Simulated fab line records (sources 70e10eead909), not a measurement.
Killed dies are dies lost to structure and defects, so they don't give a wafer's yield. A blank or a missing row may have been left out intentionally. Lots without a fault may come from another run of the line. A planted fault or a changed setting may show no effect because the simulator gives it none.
Struck lot and sound lot, side by side -- flow nand harc -- 14 out of 1159 route steps
Sound: the wafers L382.2, L382.3, L382.4. Struck: wafer L394.1 (L394.2, L394.4, from the same lot, were not struck and are left out); the cause is given at the end.
Per side, at each step with rows, come the tool, then ch with its chambers, and then its first start. Under that, the readings that differ: sound wafers -- struck wafers -- difference of the means -- sigmas: that difference in standard deviations of wafers without a fault.
alike: same words and numbers on both sides, and readings whose means sit less than 2 such deviations apart. not compared: any withheld reading, any reading some wafer has no value for, any bound like >300 that may hide the same value, and any number with overlapping values for which the record gives no deviation.
A row with sigmas, a row that says differs or no value, or rows on one side alone: a step with any of these is where the two part. Non-overlapping numbers with no deviation appear without sigmas and do not part them. Lack of a reading on every wafer of one side parts them only where that side has two or more wafers.

first, 1 step without rows for these wafers: NHARC_A_STAIRCASE_HARDBAKE_311 (time 140 s).
NHARC_A_STAIRCASE_DESCUM_312: chemistry O2, time 3 s.
  sound on rie diel-12 ch 0,1,2, day 12 06:47; struck on rie diel-04 ch 3, day 15 07:10
reading,sound,struck,difference,sigmas
rf hours counter h (h),22 17 22,15,-5,
rf vpp V (V),58.9 57.4 59.5,56.7,-1.9,-2
  alike: drypump motor current A, oes product au, showerhead plenum p Torr, throttle valve pct
NHARC_A_STAIRCASE_ETCH_313: etches the open film in CF4/CHF3.
  sound on rie diel-12 ch 1,2,3, day 12 06:52; struck on rie diel-04 ch 3, day 15 07:21
reading,sound,struck,difference,sigmas
rf hours counter h (h),20 22 22,15,-6,
  alike: chf3 flow sccm, drypump motor current A, oes product au, rf vpp V, showerhead plenum p Torr, throttle valve pct
then, 2 steps without rows for these wafers: NHARC_A_STAIRCASE_HM_OPEN_463 (chemistry O2/COS); NHARC_A_STAIRCASE_STRIP_464 (strips in O2/COS).
NHARC_A_STAIRCASE_ETCH_453: etches the open film in CF4/O2, target depth 30 nm, overetch 3 nm, time 16.5 s.
  sound: rie diel-12 ch 0,1,3; struck: rie diel-04 ch 2
reading,sound,struck,difference,sigmas
rf hours counter h (h),17 20 22,14,-6,
  alike: drypump motor current A, oes_o_777_au, oes product au, rf vpp V, showerhead plenum p Torr, throttle valve pct
then, 1 step without rows for these wafers: NHARC_A_STAIRCASE_ETCH_315 (etches the open film in C4F8/O2/Ar, target depth 2500 nm, time 607.1 s).
NHARC_A_STAIRCASE_STRIP_316: strips in O2.
  sound: rie diel-12 ch 0,1,2; struck: rie diel-04 ch 0
  alike: drypump motor current A, oes product au, rf vpp V, showerhead plenum p Torr, throttle valve pct
  not compared: rf hours counter h
then, 3 steps without rows for these wafers: NHARC_A_STAIRCASE_STRIP_317 (strips in SPM, time 900 s); NHARC_A_STAIRCASE_PRECLEAN_318 (cleans in SC1); NHARC_A_STAIRCASE_SRD_329.
NHARC_A_STAIRCASE_ALD_415: deposits SiO2, target thk 30 nm, pulse time 6 s, ald cycles 300.
  sound on ald hk-04 ch 0,2,3, day 12 11:07; struck on ald hk-04 ch 0, day 15 10:40
reading,sound,struck,difference,sigmas
ald cycles,300 300 300,367,+67,
since wet clean h (h),79 79 79,150,+71,
  alike: heater power w, precursor pulse height rel
NHARC_A_STAIRCASE_ETCHBACK_416: etches the open film in C4F8/O2/Ar, target depth 36 nm, time 7.2 s.
  sound: rie diel-04 ch 1,2,3; struck: rie diel-04 ch 2
reading,sound,struck,difference,sigmas
rf hours counter h (h),55 63 60,16,-43,
  alike: oes product au, rf vpp V
-- the record jumps here: 7 days lie between the struck wafers' starts before and after (it left off in module A_STAIRCASE and takes up again in module END, whose first step shown is number 1159 of the route) --
NHARC_END_SORT_01:
  the record has rows for the struck wafers here (prober-02 ch 0, day 22 03:17) and none for the sound ones

## WHERE THEY PART
At NHARC_A_STAIRCASE_DESCUM_312 first; at NHARC_END_SORT_01 last (within this record only).

WHY: the cause the simulator had injected
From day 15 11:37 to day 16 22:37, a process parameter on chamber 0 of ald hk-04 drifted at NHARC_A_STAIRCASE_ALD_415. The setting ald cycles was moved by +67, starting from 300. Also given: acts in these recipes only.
